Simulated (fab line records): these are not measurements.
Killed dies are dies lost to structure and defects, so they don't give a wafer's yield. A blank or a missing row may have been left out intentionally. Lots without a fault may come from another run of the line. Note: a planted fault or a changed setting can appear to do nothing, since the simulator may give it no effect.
Matching of chambers | flow n5-finfet | N5_BEOL_M1_DESCUM_16 on rie-diel-06: 4 sister chambers
The step chemistry O2, time 7 s. 16 wafers are shown with their chamber, then 8 later ones without.

WAFERS WITH THEIR CHAMBER
wafer  | chamber | oes-product-au (a.u.) | showerhead-plenum-p-Torr (Torr) | temp-c (C)
L076.2 | 1       | 0.96                  | 2.08                            | 40.02
L076.5 | 2       | 0.69                  | 1.95                            | 40.01
L076.6 | 3       | 0.71                  | 2.17                            | 39.86
L075.3 | 1       | 0.96                  | 2.08                            | 40.17
L075.5 | 0       | 0.75                  | 1.99                            | 39.90
L075.6 | 1       | 0.96                  | 2.08                            | 40.19
L077.2 | 2       | 0.69                  | 1.95                            | 40.00
L077.4 | 1       | 0.94                  | 2.08                            | 40.14
L077.6 | 1       | 0.94                  | 2.08                            | 40.11
L087.1 | 1       | 0.89                  | 2.07                            | 40.16
L087.5 | 3       | 0.69                  | 2.16                            | 39.88
L087.6 | 0       | 0.74                  | 1.99                            | 40.02
L089.2 | 0       | 0.73                  | 1.99                            | 40.04
L089.4 | 3       | 0.69                  | 2.16                            | 39.91
L089.5 | 3       | 0.69                  | 2.16                            | 39.91
L093.1 | 2       | 0.92                  | 2.20                            | 40.09

SIGNATURES (averages over the wafers above)
reading                  | chamber 0 | chamber 1 | chamber 2 | chamber 3 | scatter within a chamber
oes-product-au           | 0.7400    | 0.9417    | 0.7667    | 0.6950    | 0.0573
showerhead-plenum-p-Torr | 1.9900    | 2.0783    | 2.0333    | 2.1625    | 0.059
temp-c                   | 39.9867   | 40.1317   | 40.0333   | 39.8900   | 0.0554
Rule: distance of a wafer from a chamber = root of the sum over the readings of ((wafer's reading minus chamber's mean) / reading's scatter) squared. If the next closest chamber is less than 2 further off than the closest, the wafer can't be placed; otherwise it belongs to the closest. How the scatter is found: for the shown wafers, subtract from each reading the mean of its chamber, square and add these, divide the total by (wafers less chambers), then take the root.

WAFERS MISSING THEIR CHAMBER
wafer  | oes-product-au (a.u.) | showerhead-plenum-p-Torr (Torr) | temp-c (C)
L093.2 | 0.87                  | 2.07                            | 40.05
L093.5 | 0.69                  | 2.16                            | 40.17
L094.1 | 0.72                  | 1.98                            | 39.95
L094.5 | 0.73                  | 1.98                            | 40.05
L094.6 | 0.68                  | 2.16                            | 39.87
L096.1 | 0.91                  | 2.20                            | 40.07
L096.3 | 0.87                  | 2.07                            | 39.90
L096.4 | 0.73                  | 1.98                            | 40.03

THE CHAMBER EACH PASSED THROUGH
wafer  | from the rows above               | in truth
L093.2 | can't be placed: 2 or 1 or 0      | 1
L093.5 | can't be placed: 2 or 0 or 1 or 3 | 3
L094.1 | can't be placed: 0 or 2           | 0
L094.5 | can't be placed: 2 or 0           | 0
L094.6 | 3                                 | 3
L096.1 | can't be placed: 1 or 2           | 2
L096.3 | can't be placed: 0 or 2 or 3 or 1 | 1
L096.4 | can't be placed: 0 or 2           | 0
Correctly placed: 1 of 8. From these rows, 7 cannot be placed; in 7 the true chamber is one of the candidates. Number placed wrongly: 0.
